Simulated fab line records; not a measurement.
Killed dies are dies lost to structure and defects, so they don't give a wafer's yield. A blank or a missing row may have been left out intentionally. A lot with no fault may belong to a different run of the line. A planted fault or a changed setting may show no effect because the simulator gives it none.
Chamber matching || flow n5Finfet || N5_BEOL_M15_CMP_49 on cmp-02: 4 sister chambers
The step polishes, stops on SiO2, t overpolish 4.9 s, target thk 850 nm. 8 wafers are shown with their chamber, then 12 later ones without.

== WAFERS WITH THEIR CHAMBER ==
{"wafer": "L077.5", "chamber": 0, "motorCurrentA (A)": 7.6, "barrierFieldEndpointS (s)": 11.01}
{"wafer": "L083.2", "chamber": 1, "motorCurrentA (A)": 7.9, "barrierFieldEndpointS (s)": 11.08}
{"wafer": "L090.2", "chamber": 2, "motorCurrentA (A)": 8.8, "barrierFieldEndpointS (s)": 11.97}
{"wafer": "L090.4", "chamber": 3, "motorCurrentA (A)": 8.9, "barrierFieldEndpointS (s)": 11.54}
{"wafer": "L090.6", "chamber": 0, "motorCurrentA (A)": 7.8, "barrierFieldEndpointS (s)": 11.52}
{"wafer": "L091.2", "chamber": 1, "motorCurrentA (A)": 7.8, "barrierFieldEndpointS (s)": 11.41}
{"wafer": "L091.5", "chamber": 3, "motorCurrentA (A)": 8.9, "barrierFieldEndpointS (s)": 11.37}
{"wafer": "L091.6", "chamber": 2, "motorCurrentA (A)": 9.1, "barrierFieldEndpointS (s)": 11.80}

== WAFERS WHOSE CHAMBER IS MISSING ==
{"wafer": "L088.2", "motorCurrentA (A)": 8.4, "barrierFieldEndpointS (s)": 11.34}
{"wafer": "L088.3", "motorCurrentA (A)": 8.7, "barrierFieldEndpointS (s)": 11.25}
{"wafer": "L088.6", "motorCurrentA (A)": 7.6, "barrierFieldEndpointS (s)": 11.04}
{"wafer": "L093.2", "motorCurrentA (A)": 8.0, "barrierFieldEndpointS (s)": 11.16}
{"wafer": "L093.4", "motorCurrentA (A)": 7.6, "barrierFieldEndpointS (s)": 10.94}
{"wafer": "L093.6", "motorCurrentA (A)": 7.5, "barrierFieldEndpointS (s)": 11.04}
{"wafer": "L096.2", "motorCurrentA (A)": 8.3, "barrierFieldEndpointS (s)": 11.26}
{"wafer": "L096.5", "motorCurrentA (A)": 8.7, "barrierFieldEndpointS (s)": 11.68}
{"wafer": "L096.6", "motorCurrentA (A)": 8.0, "barrierFieldEndpointS (s)": 11.43}
{"wafer": "L097.1", "motorCurrentA (A)": 7.8, "barrierFieldEndpointS (s)": 11.00}
{"wafer": "L097.5", "motorCurrentA (A)": 8.1, "barrierFieldEndpointS (s)": 10.97}
{"wafer": "L097.6", "motorCurrentA (A)": 7.7, "barrierFieldEndpointS (s)": 10.82}

== WHICH CHAMBER EACH WENT THROUGH ==
{"wafer": "L088.2", "from the rows above": "can't be placed: 3 or 1 or 2 or 0", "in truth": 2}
{"wafer": "L088.3", "from the rows above": "can't be placed: 3 or 2", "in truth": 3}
{"wafer": "L088.6", "from the rows above": "can't be placed: 0 or 1", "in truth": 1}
{"wafer": "L093.2", "from the rows above": "can't be placed: 1 or 0", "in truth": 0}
{"wafer": "L093.4", "from the rows above": "can't be placed: 0 or 1", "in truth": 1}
{"wafer": "L093.6", "from the rows above": "can't be placed: 0 or 1", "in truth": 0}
{"wafer": "L096.2", "from the rows above": "can't be placed: 1 or 0 or 3", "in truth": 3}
{"wafer": "L096.5", "from the rows above": "can't be placed: 3 or 2", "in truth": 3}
{"wafer": "L096.6", "from the rows above": "can't be placed: 1 or 0", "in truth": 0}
{"wafer": "L097.1", "from the rows above": "can't be placed: 1 or 0", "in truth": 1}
{"wafer": "L097.5", "from the rows above": "can't be placed: 1 or 0", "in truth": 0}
{"wafer": "L097.6", "from the rows above": "can't be placed: 0 or 1", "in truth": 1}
Correctly placed: 0 of 12. These rows do not allow placing 12 (true chamber among the candidates in 12). 0 placed wrongly.
How it was worked out, from the rows above alone: a wafer's distance from a chamber is the root of the sum, over the readings, of the square of ((its reading less the chamber's mean) divided by the reading's scatter). If the next closest chamber is less than 2 further off than the closest, the wafer can't be placed; otherwise it belongs to the closest. A chamber's mean is the mean of its shown wafers. The scatter: the root of (the sum of the squares of (reading less its chamber's mean) over the shown wafers, divided by (wafers less chambers)).
